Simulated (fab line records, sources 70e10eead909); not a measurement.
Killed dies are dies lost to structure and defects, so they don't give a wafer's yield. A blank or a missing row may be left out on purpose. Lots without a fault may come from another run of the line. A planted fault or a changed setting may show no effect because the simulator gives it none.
A struck lot beside a sound one | flow nand_harc | 33 steps out of a route of 1302
Sound: wafers L773.2, L773.5, L773.6. Struck: wafer L766.6. (L766.2, L766.5 of the same lot were not struck and are left out.) The cause comes at the end.
At each step with rows: each side's tool, then ch and its chambers, then its first start. Under that, the readings that differ: sound wafers | struck wafers | difference of the means | sigmas: that difference in standard deviations of wafers without a fault.
alike: readings whose means differ by less than 2 such deviations, and words and numbers that are the same on both sides. not compared: withheld readings, readings that some wafer has no value for, bounds like >300 that may hide the same value, and numbers for which the record gives no deviation and whose values overlap.
The two part at a step that has a row with sigmas, a row that says differs or no value, or rows on one side only. Numbers that don't overlap but have no deviation are shown without sigmas and don't part them. A reading that every wafer of one side lacks parts them only if that side has two wafers or more.

first, 9 steps without rows for these wafers: NHARC_A_CHANNEL_HOLE_D1_DEP_00 (deposits aC, target thk 3100 nm); NHARC_A_CHANNEL_HOLE_D1_DEP_01 (deposits SiON, target thk 140 nm); NHARC_A_CHANNEL_HOLE_D1_DEHYDRATE_02 (time 120 s); NHARC_A_CHANNEL_HOLE_D1_HMDS_03 (time 30 s); NHARC_A_CHANNEL_HOLE_D1_COAT_36 (time 75 s); NHARC_A_CHANNEL_HOLE_D1_COAT_37 (time 65 s); NHARC_A_CHANNEL_HOLE_D1_COAT_04 (resist thk 90 nm); NHARC_A_CHANNEL_HOLE_D1_SOFTBAKE_05 (time 55 s); NHARC_A_CHANNEL_HOLE_D1_EBR_06.
NHARC_A_CHANNEL_HOLE_D1_EXPOSE_07: exposes mask HOLE D1, target cd 100 nm.
  sound on arfi_scanner-03 ch 0, day 17 12:25; struck on arfi_scanner-01 ch 0, day 14 12:44
  reading              | sound       | struck | difference | sigmas
  focus_offset_nm (nm) | 0.1 0.0 0.9 | -0.8   | -1.1       | -2
  alike: mask, reticle_temp_C
then, 2 steps without rows for these wafers: NHARC_A_CHANNEL_HOLE_D1_PEB_08 (peb time 65 s); NHARC_A_CHANNEL_HOLE_D1_DEVELOP_09 (develop time 35 s).
NHARC_A_CHANNEL_HOLE_D1_CD_MEAS_10: target cd 100 nm.
  sound on cd_sem-01 ch 0, day 17 12:33; struck on cd_sem-02 ch 0, day 14 12:52
  reading    | sound          | struck | difference | sigmas
  cd_nm (nm) | 99.5 99.2 99.4 | 102.0  | +2.6       | +4
NHARC_A_CHANNEL_HOLE_D1_DESCUM_15: chemistry O2, time 3 s.
  sound on rie_diel-07 ch 1,2, day 17 12:50; struck on rie_diel-07 ch 1, day 14 13:04
  reading                            | sound             | struck | difference | sigmas
  oes_product_au (a.u.)              | 0.989 0.983 0.996 | 1.018  | +0.029     | +3
  model.A_CHANNEL_HOLE_D1.cd_nm (nm) | 99.39 99.23 98.86 | 101.7  | +2.5       |
  alike: drypump_motor_current_A, mfc_ar_sccm, rf_vpp_V, showerhead_plenum_p_Torr, throttle_valve_pct
  not compared: rf_hours_counter_h
then, 16 steps without rows for these wafers: NHARC_A_CHANNEL_HOLE_D1_ETCH_38 (etches the open film in CF4, target depth 39 nm, time 65 s); NHARC_A_CHANNEL_HOLE_D1_ETCH_39 (etches the open film in N2/H2, target depth 260 nm, time 325 s); NHARC_A_CHANNEL_HOLE_D1_ETCH_34 (etches the open film in CF4/CHF3, target depth 154 nm, time 77 s); NHARC_A_CHANNEL_HOLE_D1_ETCH_16 (etches the open film in O2/COS, target depth 3100 nm, time 806 s); NHARC_A_CHANNEL_HOLE_D1_ETCH_19 (etches the open film in C4F8/O2/Ar, time 34.5 s); NHARC_A_CHANNEL_HOLE_D1_ETCH_20 (etches the open film in C4F8/O2/Ar, time 361.9 s, target depth 1600 nm); NHARC_A_CHANNEL_HOLE_D1_ETCH_21 (etches the open film in C4F8/O2/Ar, time 514.3 s, target depth 1600 nm); NHARC_A_CHANNEL_HOLE_D1_ETCH_22 (etches the open film in C4F8/O2/Ar, time 666.7 s, target depth 1600 nm); NHARC_A_CHANNEL_HOLE_D1_ETCH_23 (etches the open film in C4F8/O2/Ar, time 819 s, target depth 1600 nm); NHARC_A_CHANNEL_HOLE_D1_ETCH_24 (etches the open film in C4F8/O2/Ar, time 906.2 s, target depth 1500 nm); NHARC_A_CHANNEL_HOLE_D1_ETCH_25 (etches the open film in C4F8/O2/Ar, time 1040.2 s, target depth 1500 nm); NHARC_A_CHANNEL_HOLE_D1_ETCH_26 (etches the open film in C4F8/O2/Ar, time 224.1 s, target depth 300 nm); NHARC_A_CHANNEL_HOLE_D1_ETCH_33 (etches the open film in C4F8/O2/Ar, time 90 s, target depth 400 nm); NHARC_A_CHANNEL_HOLE_D1_STRIP_41 (strips in N2/H2); NHARC_A_CHANNEL_HOLE_D1_STRIP_42 (strips in CF4/CHF3); NHARC_A_CHANNEL_HOLE_D1_STRIP_43 (strips in O2/COS).
NHARC_A_CHANNEL_HOLE_D1_ETCH_44: etches the open film in CF4/O2, target depth 140 nm, overetch 14 nm, time 77 s.
  sound on rie_diel-07 ch 1,2, day 17 20:09; struck on rie_diel-07 ch 2, day 14 21:35
  reading                            | sound             | struck | difference | sigmas
  model.A_CHANNEL_HOLE_D1.cd_nm (nm) | 90.28 89.86 89.92 | 92.81  | +2.79      |
  alike: drypump_motor_current_A, mfc_ar_sccm, oes_o_777_au, oes_product_au, rf_fwd_power_W, rf_vpp_V, showerhead_plenum_p_Torr, throttle_valve_pct
  not compared: rf_hours_counter_h
then, 2 steps without rows for these wafers: NHARC_A_CHANNEL_HOLE_D1_STRIP_27 (strips in O2); NHARC_END_SORT_01.

WHERE THEY PART
First at NHARC_A_CHANNEL_HOLE_D1_EXPOSE_07; last, within this record, at NHARC_A_CHANNEL_HOLE_D1_DESCUM_15. Later steps at which nothing parts them and some readings are alike: NHARC_A_CHANNEL_HOLE_D1_ETCH_44.

WHY: what the simulator had put in
Process parameter drift: arfi_scanner-01, from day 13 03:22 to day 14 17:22, at NHARC_A_CHANNEL_HOLE_D1_EXPOSE_07. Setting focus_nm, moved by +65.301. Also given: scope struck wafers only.
